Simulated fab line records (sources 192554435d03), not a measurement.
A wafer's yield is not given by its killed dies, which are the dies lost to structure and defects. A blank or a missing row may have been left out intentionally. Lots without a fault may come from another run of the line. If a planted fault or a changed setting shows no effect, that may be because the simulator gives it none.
Matching of chambers + flow n5-finfet + 4 sister chambers for N5_MOL_CONTACT_COAG_DESCUM_45 on rie-diel-04
The step chemistry O2, time 7 s. 8 wafers are shown with their chamber, then 9 later ones without.

== WAFERS, EACH WITH ITS CHAMBER ==
| wafer  | chamber | showerhead-plenum-p-Torr (Torr) | throttle-valve-pct (%) |
|--------|---------|---------------------------------|------------------------|
| L082.1 | 2       | 2.10                            | 20.24                  |
| L085.4 | 3       | 2.02                            | 20.49                  |
| L085.6 | 3       | 2.02                            | 20.48                  |
| L086.4 | 2       | 2.09                            | 20.23                  |
| L086.6 | 1       | 2.15                            | 20.67                  |
| L087.2 | 0       | 2.00                            | 20.10                  |
| L087.4 | 1       | 2.15                            | 20.68                  |
| L087.6 | 0       | 2.00                            | 20.09                  |

== WAFERS MISSING THEIR CHAMBER ==
| wafer  | showerhead-plenum-p-Torr (Torr) | throttle-valve-pct (%) |
|--------|---------------------------------|------------------------|
| L088.2 | 2.00                            | 20.08                  |
| L088.4 | 2.00                            | 20.08                  |
| L088.6 | 2.15                            | 20.69                  |
| L092.2 | 2.02                            | 20.50                  |
| L092.3 | 2.09                            | 20.26                  |
| L092.5 | 2.00                            | 20.11                  |
| L095.1 | 2.02                            | 20.51                  |
| L095.2 | 2.14                            | 20.35                  |
| L095.3 | 1.99                            | 20.12                  |

== WHICH CHAMBER EACH WENT THROUGH ==
| wafer  | from the rows above | in truth                   |
|--------|---------------------|----------------------------|
| L088.2 | 0                   | 0                          |
| L088.4 | 0                   | 0                          |
| L088.6 | 1                   | 1                          |
| L092.2 | 3                   | 3                          |
| L092.3 | 2                   | 2                          |
| L092.5 | 0                   | 0                          |
| L095.1 | 3                   | 3                          |
| L095.2 | 2                   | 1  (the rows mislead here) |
| L095.3 | 0                   | 0                          |
Placed correctly: 8 of 9. Can't be placed from these rows: 0. 1 placed wrongly.
How it was worked out, from the rows above alone: a wafer's distance from a chamber is the root of the sum, over the readings, of the square of ((its reading less the chamber's mean) divided by the reading's scatter). If the next closest chamber is less than 2 further off than the closest, the wafer can't be placed; otherwise it belongs to the closest. Each chamber's mean is taken over the wafers shown for it. The scatter: take each reading less its chamber's mean, square it, sum over the shown wafers, divide by the number of wafers less the number of chambers, and take the root.
